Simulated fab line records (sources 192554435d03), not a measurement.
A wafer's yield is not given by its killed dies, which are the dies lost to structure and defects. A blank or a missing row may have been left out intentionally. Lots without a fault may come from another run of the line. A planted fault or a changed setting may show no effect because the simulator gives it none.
fab line records	flow n5Finfet
record lots=7	wafers=21
route steps=1938 shown WELL_APT@40 FIN_SAQP@102 FIN_CUT@160 DUMMY_GATE@221 SD_EPI_P@297
startH: start of the lot's first displayed wafer, in hours after the record's first day	waitH: time in hours since the lot's previous step	" identical to the entry in the row above	L1.1+2: several wafers, shown together as one row	- value missing, or start not given	* or withheld: withheld	< > ~ a bound
route shown NAME@n: NAME is a module with steps in the file, n the number in the route of the first one	usual: mean and standard deviation over wafers with no fault	same: alike in all rows	chamber/n: place in a boat	sites: per-site readings	_std_site: the standard deviation of these	_edge_site: inner sites' mean taken away from outer sites' mean	radiusMm: for every site, how far away it sits from the centre of the wafer	mask NAME#n: copy n	behind: the most recent tool/chamber to have shaped the wafer	hold: why the lot went on hold/how many hours it stayed there/how the hold came to an end	device: the transistor (n, p or np) that didn't switch	end of line: at the end of the route, the tests of the same wafers	where a step has no rows: the recipe by itself	killed: at the first sort, the dies lost to defects and structure; wafer yield is something else	map: a wafer's dies, marking killed ones x, the rest . and places with no die _
set.NAME: the setting that was run; set.NAME@STEP: the one run at that earlier step	model.NAME: the simulator's own value behind a step, which no gauge read
lots where settings were altered on purpose, with a table for each step and a row for each wafer
## steps
# step N5_WELL_APT_PEB_23
# recipe pebTempC=130	pebTimeS=90
lot.wafer	tool	chamber	startH	waitH	set.pebTempC
L078.1	lithoTrack-03	0	39.39	0.1	131
L078.4+5	"	0	"	"	130
L079.1+4+6	lithoTrack-01	0	44.71	0.1	130
L082.2+6	lithoTrack-01	0	62.83	0.0	127.5
L082.5	"	0	"	"	130
L084.3+5	lithoTrack-02	0	74.83	0.0	130
L084.4	"	0	"	"	128.6
L088.3+5+6	lithoTrack-02	0	98.94	0.0	128.9
L089.2+5+6	lithoTrack-03	0	104.95	0.0	130
L090.1	lithoTrack-02	0	110.86	0.1	126.4
L090.3+4	"	0	"	"	130
# step N5_WELL_APT_DEVELOP_24
# recipe developTimeS=45	rinseLiquid=surfactantRinse	dry=airSpin	devTempC=21
# step N5_WELL_APT_HARDBAKE_29
# recipe tempC=130	timeS=120
# step N5_WELL_APT_CD_MEAS_25
# recipe targetCdNm=200	landingEnergyEv=500	detector=seInlens
# usual cdNm=200.3/2.7
lot.wafer	tool	chamber	startH	waitH	set.pebTempC@WELL_APT_PEB_23	cdNm
L078.1	cdSem-03	0	39.50	-	131	210.9
L078.4	"	0	"	"	130	200.2
L078.5	"	0	"	"	130	201.2
L079.1	cdSem-03	0	44.82	-	130	200.8
L079.4	"	0	"	"	130	199.3
L079.6	"	0	"	"	130	197.6
L082.2	cdSem-01	0	62.95	-	127.5	184.0
L082.5	"	0	"	"	130	197.3
L082.6	"	0	"	"	127.5	181.2
L084.3	cdSem-03	0	74.94	-	130	207.1
L084.4	"	0	"	"	128.6	192.9
L084.5	"	0	"	"	130	197.3
L088.3	cdSem-02	0	99.06	-	128.9	200.3
L088.5	"	0	"	"	128.9	200.5
L088.6	"	0	"	"	128.9	196.1
L089.2	cdSem-01	0	105.06	-	130	200.2
L089.5	"	0	"	"	130	200.9
L089.6	"	0	"	"	130	199.3
L090.1	cdSem-01	0	110.97	-	126.4	166.7
L090.3	"	0	"	"	130	192.7
L090.4	"	0	"	"	130	186.9
# step N5_WELL_APT_DESCUM_30
# recipe chemistry=O2	timeS=7.9	sourcePowerW=50	biasPowerW=20	pressureMtorr=20	rfFrequencyHz=2.712e+07	tempC=40	o2FlowSccm=225
lot.wafer	tool	chamber	startH	waitH	set.pebTempC@WELL_APT_PEB_23	model.WELL_APT.cdNm
L078.1	rieDiel-04	2	39.59	0.0	131	211.1
L078.4	"	3	"	"	130	201.3
L078.5	"	3	"	"	130	201.2
L079.1	rieDiel-01	3	44.98	0.1	130	201
L079.4	"	1	"	"	130	199.2
L079.6	"	0	"	"	130	197.9
L082.2	rieDiel-05	1	63.03	0.0	127.5	183.9
L082.5	"	3	"	"	130	197.1
L082.6	"	2	"	"	127.5	181.5
L084.3	rieDiel-05	2	75.03	0.0	130	207
L084.4	"	1	"	"	128.6	192.9
L084.5	"	3	"	"	130	197.5
L088.3	rieDiel-01	3	99.14	0.0	128.9	200.5
L088.5	"	0	"	"	128.9	200.9
L088.6	"	3	"	"	128.9	195.9
L089.2	rieDiel-04	3	105.15	0.0	130	200.3
L089.5	"	1	"	"	130	201
L089.6	"	2	"	"	130	199.6
L090.1	rieDiel-05	2	111.06	0.0	126.4	167
L090.3	"	3	"	"	130	192.3
L090.4	"	0	"	"	130	186.7
# step N5_FIN_SAQP_HM_DEP_72
# recipe material=SiO2	targetThkA=120	tempC=400	precursor=SiH4/N2O	pressureTorr=0.75	rfW=275	timeS=7.2
lot.wafer	tool	chamber	startH	waitH	set.timeS	model.SiO2_of_FIN_SAQP_HM_DEP_72.thkNm
L078.1	pecvd-03	0	45.71	0.0	7.582	12.68
L078.4	"	0	"	"	7.582	12.92
L078.5	"	0	"	"	7.2	12.11
L079.1+4	pecvd-03	0	51.33	0.0	7.2	12.42
L079.6	"	1	"	"	7.2	12.19
L082.2	pecvd-03	1	70.04	0.0	7.2	12.28
L082.5	"	2	"	"	7.2	12.24
L082.6	"	1	"	"	6.792	11.6
L084.3	pecvd-01	1	81.63	0.0	7.2	11.69
L084.4	"	2	"	"	7.2	11.73
L084.5	"	1	"	"	7.2	11.86
L088.3	pecvd-01	2	105.11	0.0	7.2	11.58
L088.5	"	0	"	"	7.2	12.03
L088.6	"	1	"	"	7.2	11.73
L089.2	pecvd-03	2	112.08	0.0	7.2	11.85
L089.5	"	0	"	"	7.2	12.48
L089.6	"	2	"	"	7.2	12.06
L090.1	pecvd-04	0	117.04	0.0	7.2	12.07
L090.3	"	2	"	"	8.056	13.45
L090.4	"	1	"	"	7.2	12.32
# step N5_FIN_SAQP_COAT_50
# recipe resist=SiARC	tempC=220	timeS=60	spinRpm=1500	resistThkNm=35
lot.wafer	tool	chamber	startH	waitH	set.spinRpm	model.SiARC_of_FIN_SAQP_COAT_50.thkNm
L078.1	lithoTrack-03	0	-	-	1500	35
L078.4	"	0	"	"	1500	35.07
L078.5	"	0	"	"	1500	34.99
L079.1	lithoTrack-01	0	-	-	1500	34.97
L079.4	"	0	"	"	1500	35.02
L079.6	"	0	"	"	1500	35
L082.2	lithoTrack-03	0	-	-	1581	34.08
L082.5	"	0	"	"	1500	35.15
L082.6	"	0	"	"	1500	34.96
L084.3	lithoTrack-03	0	-	-	1500	34.98
L084.4	"	0	"	"	1500	34.97
L084.5	"	0	"	"	1595	33.89
L088.3	lithoTrack-03	0	-	-	1500	35.06
L088.5	"	0	"	"	1500	35.07
L088.6	"	0	"	"	1594	33.97
L089.2	lithoTrack-05	0	-	-	1500	35.18
L089.5	"	0	"	"	1500	35.15
L089.6	"	0	"	"	1500	35.21
L090.1+3	lithoTrack-03	0	-	-	1500	34.81
L090.4	"	0	"	"	1500	34.93
# step N5_FIN_SAQP_COAT_10
# recipe resist=CAR-ArF	spinRpm=1500	resistThkNm=90
# step N5_FIN_SAQP_EBR_12
# recipe solvent=PGMEA	ebrWidthMm=1.5
# step N5_FIN_SAQP_DESCUM_21
# recipe chemistry=O2	timeS=7.9	sourcePowerW=50	biasPowerW=20	pressureMtorr=20	rfFrequencyHz=2.712e+07	tempC=40	resist=CAR-ArF	o2FlowSccm=225
# step N5_FIN_SAQP_ETCH_51
# recipe chemistry=CF4	target=SiARC	targetDepthA=455	maskMaterial=CAR-ArF	timeS=75.8	ionEnergyEv=80	pressureMtorr=40	sourceW=545	biasW=36	Ar_flow_sccm=100	cf4FlowSccm=100	ends=cleared
lot.wafer	tool	chamber	startH	waitH	set.spinRpm@FIN_SAQP_COAT_50	model.etch.depthNm
L078.1	rieDiel-01	0	46.28	0.0	1500	35
L078.4	"	1	"	"	1500	35.07
L078.5	"	0	"	"	1500	34.99
L079.1	rieDiel-01	0	52.24	0.0	1500	34.97
L079.4	"	2	"	"	1500	35.02
L079.6	"	2	"	"	1500	35
L082.2	rieDiel-01	2	70.62	0.0	1581	34.08
L082.5	"	2	"	"	1500	35.15
L082.6	"	3	"	"	1500	34.96
L084.3	rieDiel-04	1	82.46	0.0	1500	34.98
L084.4	"	2	"	"	1500	34.97
L084.5	"	1	"	"	1595	33.89
L088.3	rieDiel-05	1	105.91	0.0	1500	35.06
L088.5	"	3	"	"	1500	35.07
L088.6	"	0	"	"	1594	33.97
L089.2	rieDiel-01	3	112.66	0.0	1500	35.18
L089.5	"	1	"	"	1500	35.15
L089.6	"	2	"	"	1500	35.21
L090.1+3	rieDiel-04	3,1	117.62	0.0	1500	34.81
L090.4	"	2	"	"	1500	34.93
# step N5_FIN_SAQP_ETCH_52
# recipe chemistry=N2/H2	target=SOC	targetDepthA=1000	overetchA=200	maskMaterial=SiARC	tempC=40	timeS=150	ionEnergyEv=200	pressureMtorr=30	sourceW=840	biasW=150	n2FlowSccm=200	h2FlowSccm=200	ends=endPoint
# step N5_FIN_SAQP_STRIP_53
# recipe chemistry=N2/H2	tempC=40	n2FlowSccm=200	h2FlowSccm=200	rfFrequencyHz=6e+07
# step N5_FIN_SAQP_HM_OPEN_73
# recipe chemistry=CHF3/O2	target=SiO2	stopOn=a-Si	targetDepthA=120	overEtchFrac=1.8	maskMaterial=SOC	timeS=16.8	pressureMtorr=30	sourceW=650	biasW=170	Ar_flow_sccm=200	CHF3_flow_sccm=50	O2_flow_sccm=5	ionEnergyEv=200	ends=endPoint
lot.wafer	tool	chamber	startH	waitH	set.timeS@FIN_SAQP_HM_DEP_72	model.etch.depthNm
L078.1	rieDiel-01	0	46.44	0.0	7.582	12.68
L078.4	"	1	"	"	7.582	12.92
L078.5	"	0	"	"	7.2	12.11
L079.1+4	rieDiel-01	0,2	52.40	0.0	7.2	12.42
L079.6	"	2	"	"	7.2	12.19
L082.2	rieDiel-01	2	70.78	0.0	7.2	12.28
L082.5	"	2	"	"	7.2	12.24
L082.6	"	3	"	"	6.792	11.6
L084.3	rieDiel-04	1	82.62	0.0	7.2	11.69
L084.4	"	2	"	"	7.2	11.73
L084.5	"	1	"	"	7.2	11.86
L088.3	rieDiel-05	1	106.07	0.0	7.2	11.58
L088.5	"	3	"	"	7.2	12.03
L088.6	"	0	"	"	7.2	11.73
L089.2	rieDiel-01	3	112.82	0.0	7.2	11.85
L089.5	"	1	"	"	7.2	12.48
L089.6	"	2	"	"	7.2	12.06
L090.1	rieDiel-04	3	117.79	0.0	7.2	12.07
L090.3	"	1	"	"	8.056	13.45
L090.4	"	2	"	"	7.2	12.32
# step N5_FIN_CUT_EXPOSE_05
# recipe maskId=FIN_CUT	na=0.33	sourceShape=annular	sigmaInner=0.35	sigmaOuter=0.8	polarization=unpolarized	doseMj=45.75
lot.wafer	tool	chamber	startH	waitH	mask	set.doseMj
L078.1+4	euvScanner-02	0	51.02	-	FIN_CUT#0	45.75
L078.5	"	0	"	"	FIN_CUT#0	44.57
L079.1+4	euvScanner-02	0	57.32	-	FIN_CUT#0	44.52
L079.6	"	0	"	"	FIN_CUT#0	45.75
L082.2+5	euvScanner-01	0	75.33	-	FIN_CUT#0	42.33
L082.6	"	0	"	"	FIN_CUT#0	45.75
L084.3+4	euvScanner-01	0	87.63	-	FIN_CUT#0	45.75
L084.5	"	0	"	"	FIN_CUT#0	43.98
L088.3	euvScanner-01	0	110.24	-	FIN_CUT#0	47.58
L088.5+6	"	0	"	"	FIN_CUT#0	45.75
L089.2+5+6	euvScanner-02	0	117.42	-	FIN_CUT#0	45.75
L090.1+3	euvScanner-02	0	121.93	-	FIN_CUT#0	44.21
L090.4	"	0	"	"	FIN_CUT#0	45.75
# step N5_FIN_CUT_PEB_06
# recipe pebTempC=100	pebTimeS=60	resist=CAR-EUV
# step N5_FIN_CUT_DEVELOP_07
# recipe developTimeS=30	developer=TMAH	resist=CAR-EUV	rinseLiquid=surfactantRinse	dry=airSpin	devTempC=23
# step N5_FIN_CUT_CD_MEAS_08
# recipe targetCdNm=29.1	landingEnergyEv=500	detector=seInlens	polarity=opening
# usual cdNm=29.24/0.23
lot.wafer	tool	chamber	startH	waitH	set.doseMj@FIN_CUT_EXPOSE_05	cdNm
L078.1	cdSem-02	0	51.16	-	45.75	29.27
L078.4	"	0	"	"	45.75	29.14
L078.5	"	0	"	"	44.57	28.59
L079.1	cdSem-01	0	57.45	-	44.52	28.78
L079.4	"	0	"	"	44.52	28.84
L079.6	"	0	"	"	45.75	29.03
L082.2	cdSem-02	0	75.46	-	42.33	27.83
L082.5	"	0	"	"	42.33	27.78
L082.6	"	0	"	"	45.75	29.17
L084.3	cdSem-01	0	87.75	-	45.75	29.18
L084.4	"	0	"	"	45.75	29.17
L084.5	"	0	"	"	43.98	28.67
L088.3	cdSem-02	0	110.36	-	47.58	29.74
L088.5	"	0	"	"	45.75	29.09
L088.6	"	0	"	"	45.75	29.03
L089.2	cdSem-03	0	117.55	-	45.75	29.16
L089.5	"	0	"	"	45.75	29.36
L089.6	"	0	"	"	45.75	29.15
L090.1	cdSem-02	0	122.06	-	44.21	28.83
L090.3	"	0	"	"	44.21	28.54
L090.4	"	0	"	"	45.75	29.63
# step N5_FIN_CUT_DESCUM_13
# recipe chemistry=O2	timeS=7	sourcePowerW=50	biasPowerW=20	pressureMtorr=20	rfFrequencyHz=2.712e+07	tempC=40	resist=CAR-EUV	o2FlowSccm=225
# step N5_FIN_CUT_ETCH_30
# recipe chemistry=N2/H2	target=underlayer	targetDepthA=130	maskMaterial=CAR-EUV	timeS=10.4	ionEnergyEv=200	pressureMtorr=30	sourceW=840	biasW=150	n2FlowSccm=200	h2FlowSccm=200	ends=cleared
lot.wafer	tool	chamber	startH	waitH	set.doseMj@FIN_CUT_EXPOSE_05	model.FIN_CUT.cdOffsetNm
L078.1	rieDiel-02	3	51.41	0.0	45.75	0.4
L078.4	"	2	"	"	45.75	0.2
L078.5	"	1	"	"	44.57	-0.4
L079.1	rieDiel-06	3	57.61	0.0	44.52	-0.6
L079.4	"	0	"	"	44.52	-0.4
L079.6	"	1	"	"	45.75	0.2
L082.2	rieDiel-03	2	75.62	0.0	42.33	-1.6
L082.5	"	0	"	"	42.33	-1
L082.6	"	1	"	"	45.75	0.2
L084.3	rieDiel-06	2	87.90	0.0	45.75	0.4
L084.4	"	0	"	"	45.75	0.2
L084.5	"	1	"	"	43.98	-0.4
L088.3	rieDiel-03	0	110.51	0.0	47.58	0.8
L088.5	"	3	"	"	45.75	0
L088.6	"	0	"	"	45.75	0.2
L089.2+6	rieDiel-03	3,0	117.70	0.0	45.75	0
L089.5	"	3	"	"	45.75	0.2
L090.1	rieDiel-02	1	122.22	0.0	44.21	-0.6
L090.3	"	2	"	"	44.21	-0.8
L090.4	"	3	"	"	45.75	0.4
# step N5_FIN_CUT_ETCH_20
# recipe chemistry=CF4	target=SiARC	targetDepthA=260	maskMaterial=CAR-EUV	timeS=43.3	ionEnergyEv=80	pressureMtorr=40	sourceW=545	biasW=36	Ar_flow_sccm=100	cf4FlowSccm=100	ends=cleared
lot.wafer	tool	chamber	startH	waitH	set.doseMj@FIN_CUT_EXPOSE_05	model.FIN_CUT.cdOffsetNm
L078.1+4	rieDiel-02	3,2	51.43	0.0	45.75	0.4
L078.5	"	1	"	"	44.57	-0.4
L079.1	rieDiel-06	3	57.63	0.0	44.52	-0.6
L079.4	"	0	"	"	44.52	-0.4
L079.6	"	1	"	"	45.75	-0.2
L082.2	rieDiel-03	2	75.64	0.0	42.33	-1.6
L082.5	"	0	"	"	42.33	-1.2
L082.6	"	1	"	"	45.75	0.2
L084.3	rieDiel-06	2	87.92	0.0	45.75	0.2
L084.4	"	0	"	"	45.75	0
L084.5	"	1	"	"	43.98	-0.8
L088.3	rieDiel-03	0	110.53	0.0	47.58	0.6
L088.5+6	"	3,0	"	"	45.75	0
L089.2	rieDiel-03	3	117.72	0.0	45.75	0
L089.5	"	3	"	"	45.75	0.2
L089.6	"	0	"	"	45.75	-0.2
L090.1	rieDiel-02	1	122.24	0.0	44.21	-0.6
L090.3	"	2	"	"	44.21	-0.8
L090.4	"	3	"	"	45.75	0.4
# step N5_DUMMY_GATE_PECVD_30
# recipe material=SiO2	targetThkA=550	tempC=400	precursor=TEOS/O2	pressureTorr=6.5	rfW=withheld	teosFlowSccm=withheld	gas=O2	flowSccm=2650	timeS=10.8
lot.wafer	tool	chamber	startH	waitH	set.timeS	model.SiO2_of_DUMMY_GATE_PECVD_30.thkNm
L078.1	pecvd-04	2	70.41	0.0	10.8	55.2
L078.4	"	2	"	"	10.8	55.4
L078.5	"	1	"	"	10.8	55.8
L079.1	pecvd-02	2	77.51	0.0	9.672	50.2
L079.4	"	0	"	"	10.8	56
L079.6	"	1	"	"	9.672	49.8
L082.2	pecvd-04	0	94.60	0.1	10.8	54
L082.5	"	2	"	"	10.8	55.2
L082.6	"	1	"	"	10.8	55.4
L084.3	pecvd-02	0	107.37	0.0	10.8	53.4
L084.4	"	1	"	"	11.71	59.2
L084.5	"	0	"	"	10.8	54.6
L088.3	pecvd-01	1	128.87	0.0	10.8	54.4
L088.5	"	0	"	"	10.8	55
L088.6	"	1	"	"	11.62	59
L089.2	pecvd-04	1	135.92	0.0	10.8	54
L089.5	"	1	"	"	10.8	54.4
L089.6	"	0	"	"	10.8	54.8
L090.1	pecvd-02	1	140.57	0.0	10.8	55.2
L090.3+4	"	2	"	"	9.329	49
# step N5_DUMMY_GATE_ETCH_31
# recipe chemistry=C4F6/O2	target=SiO2	maskMaterial=SOC	targetDepthA=825	timeS=27.5	ionEnergyEv=250	pressureMtorr=30	sourceW=345	biasW=185	Ar_flow_sccm=300	C4F6_flow_sccm=10	O2_flow_sccm=10
lot.wafer	tool	chamber	startH	waitH	set.targetDepthA
L078.1+4+5	rieDiel-06	2,1,3	71.41	0.0	825
L079.1	rieDiel-02	0	78.61	0.0	885.8
L079.4+6	"	2,0	"	"	825
L082.2+5	rieDiel-02	1,3	95.48	0.0	918.2
L082.6	"	2	"	"	825
L084.3	rieDiel-02	3	108.25	0.0	790.3
L084.4+5	"	0,3	"	"	825
L088.3+5	rieDiel-03	2,3	129.87	0.0	741.8
L088.6	"	0	"	"	825
L089.2+5+6	rieDiel-06	0,3,0	136.89	0.0	825
L090.1+3+4	rieDiel-03	1,0,0	141.57	0.0	825
# step N5_DUMMY_GATE_STRIP_41
# recipe chemistry=O2	powerW=400	tempC=40	pressureMtorr=30	rfFrequencyHz=6e+07	biasPowerW=0	overashFraction=0.3	o2FlowSccm=225
# step N5_DUMMY_GATE_HM_OPEN_21
# recipe chemistry=CH3F/O2	target=SiNx	targetDepthA=1200	Ar_flow_sccm=150	CH3F_flow_sccm=30	O2_flow_sccm=23	timeS=171.4	pressureMtorr=30	sourceW=395	biasW=73	ionEnergyEv=120.7
lot.wafer	tool	chamber	startH	waitH	set.timeS@DUMMY_GATE_PECVD_30	model.SiO2_of_DUMMY_GATE_PECVD_30.thkNm
L078.1	rieDiel-06	2	71.50	0.0	10.8	45.8
L078.4	"	1	"	"	10.8	45.4
L078.5	"	3	"	"	10.8	46
L079.1	rieDiel-02	0	78.69	0.0	9.672	40.6
L079.4	"	2	"	"	10.8	45.8
L079.6	"	0	"	"	9.672	40.2
L082.2	rieDiel-02	1	95.56	0.0	10.8	43.4
L082.5	"	3	"	"	10.8	45.6
L082.6	"	2	"	"	10.8	45.2
L084.3	rieDiel-02	3	108.33	0.0	10.8	43.8
L084.4	"	0	"	"	11.71	49.6
L084.5	"	3	"	"	10.8	45
L088.3	rieDiel-03	2	129.95	0.0	10.8	44.6
L088.5	"	3	"	"	10.8	45
L088.6	"	0	"	"	11.62	49.2
L089.2	rieDiel-06	0	136.98	0.0	10.8	44
L089.5	"	3	"	"	10.8	44.6
L089.6	"	0	"	"	10.8	44.8
L090.1	rieDiel-03	1	141.65	0.0	10.8	45
L090.3	"	0	"	"	9.329	39
L090.4	"	0	"	"	9.329	39.2
# step N5_DUMMY_GATE_ETCH_32
# recipe chemistry=CF4	target=SiO2	targetDepthA=35	timeS=3.9	ionEnergyEv=350	pressureMtorr=10	icpW=800	biasW=400	cf4FlowSccm=80
lot.wafer	tool	chamber	startH	waitH	set.timeS	model.etch.depthNm
L078.1	rieSi-03	2	71.66	0.1	3.206	2.995
L078.4	"	1	"	"	3.9	3.31
L078.5	"	1	"	"	3.206	2.682
L079.1	rieSi-03	2	78.85	0.1	3.9	3.651
L079.4	"	0	"	"	4.431	4.061
L079.6	"	0	"	"	4.431	4.091
L082.2	rieSi-03	2	95.72	0.1	3.9	3.591
L082.5	"	2	"	"	3.9	3.58
L082.6	"	3	"	"	3.9	3.656
L084.3	rieSi-04	1	108.49	0.1	4.313	3.889
L084.4	"	3	"	"	4.313	3.894
L084.5	"	1	"	"	3.9	3.524
L088.3	rieSi-04	3	130.11	0.1	3.9	3.502
L088.5	"	3	"	"	3.9	3.527
L088.6	"	0	"	"	3.9	3.56
L089.2	rieSi-05	2	137.14	0.1	3.9	3.362
L089.5	"	2	"	"	3.9	3.353
L089.6	"	1	"	"	3.9	3.534
L090.1	rieSi-04	1	141.81	0.1	3.435	3.087
L090.3	"	0	"	"	3.9	3.564
L090.4	"	3	"	"	3.435	3.068
# step N5_SD_EPI_P_COAT_03
# recipe resist=CAR-ArF-block	spinRpm=1500	resistThkNm=150
lot.wafer	tool	chamber	startH	waitH	set.spinRpm	model.CAR-ArF-block_of_SD_EPI_P_COAT_03.thkNm
L078.1	lithoTrack-04	0	-	-	1500	150
L078.4	"	0	"	"	1500	149.6
L078.5	"	0	"	"	1500	149.8
L079.1	lithoTrack-04	0	-	-	1423	154.6
L079.4+6	"	0	"	"	1423	154.2
L082.2+6	lithoTrack-02	0	-	-	1500	150.8
L082.5	"	0	"	"	1500	151.4
L084.3	lithoTrack-05	0	-	-	1500	150.4
L084.4+5	"	0	"	"	1393	156.2
L088.3	lithoTrack-05	0	-	-	1500	149.4
L088.5+6	"	0	"	"	1434	153.2
L089.2+6	lithoTrack-05	0	-	-	1500	150
L089.5	"	0	"	"	1500	150.6
L090.1	lithoTrack-04	0	-	-	1659	142.6
L090.3	"	0	"	"	1500	149.8
L090.4	"	0	"	"	1500	150.2
## key
split step=N5_WELL_APT_PEB_23	setting=pebTempC	stated=130	by=wafer
response step=N5_WELL_APT_CD_MEAS_25	reading=cdNm	change=+8.39	per=1%	r=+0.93
response step=N5_WELL_APT_DESCUM_30	reading=model.WELL_APT.cdNm	change=+8.2	per=1%	r=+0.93
split step=N5_FIN_SAQP_HM_DEP_72	setting=timeS	stated=7.2	by=wafer
response step=N5_FIN_SAQP_HM_DEP_72	reading=model.SiO2_of_FIN_SAQP_HM_DEP_72.thkNm	change=+0.11	per=1%	r=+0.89
response step=N5_FIN_SAQP_HM_OPEN_73	reading=model.etch.depthNm	change=+0.11	per=1%	r=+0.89
split step=N5_FIN_SAQP_COAT_50	setting=spinRpm	stated=1500	by=wafer
response step=N5_FIN_SAQP_COAT_50	reading=model.SiARC_of_FIN_SAQP_COAT_50.thkNm	change=-0.175	per=1%	r=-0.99
response step=N5_FIN_SAQP_ETCH_51	reading=model.etch.depthNm	change=-0.175	per=1%	r=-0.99
split step=N5_FIN_CUT_EXPOSE_05	setting=doseMj	stated=45.75	by=wafer
response step=N5_FIN_CUT_CD_MEAS_08	reading=cdNm	change=+0.181	per=1%	r=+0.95
response step=N5_FIN_CUT_ETCH_30	reading=model.FIN_CUT.cdOffsetNm	change=+0.215	per=1%	r=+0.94
response step=N5_FIN_CUT_ETCH_20	reading=model.FIN_CUT.cdOffsetNm	change=+0.218	per=1%	r=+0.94
split step=N5_DUMMY_GATE_PECVD_30	setting=timeS	stated=10.8	by=wafer
response step=N5_DUMMY_GATE_PECVD_30	reading=model.SiO2_of_DUMMY_GATE_PECVD_30.thkNm	change=+0.528	per=1%	r=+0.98
response step=N5_DUMMY_GATE_HM_OPEN_21	reading=model.SiO2_of_DUMMY_GATE_PECVD_30.thkNm	change=+0.506	per=1%	r=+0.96
split step=N5_DUMMY_GATE_ETCH_31	setting=targetDepthA	stated=825	by=wafer
response none clear
split step=N5_DUMMY_GATE_ETCH_32	setting=timeS	stated=3.9	by=wafer
response step=N5_DUMMY_GATE_ETCH_32	reading=model.etch.depthNm	change=+0.0315	per=1%	r=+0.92
split step=N5_SD_EPI_P_COAT_03	setting=spinRpm	stated=1500	by=wafer
response step=N5_SD_EPI_P_COAT_03	reading=model.CAR-ArF-block_of_SD_EPI_P_COAT_03.thkNm	change=-0.748	per=1%	r=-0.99
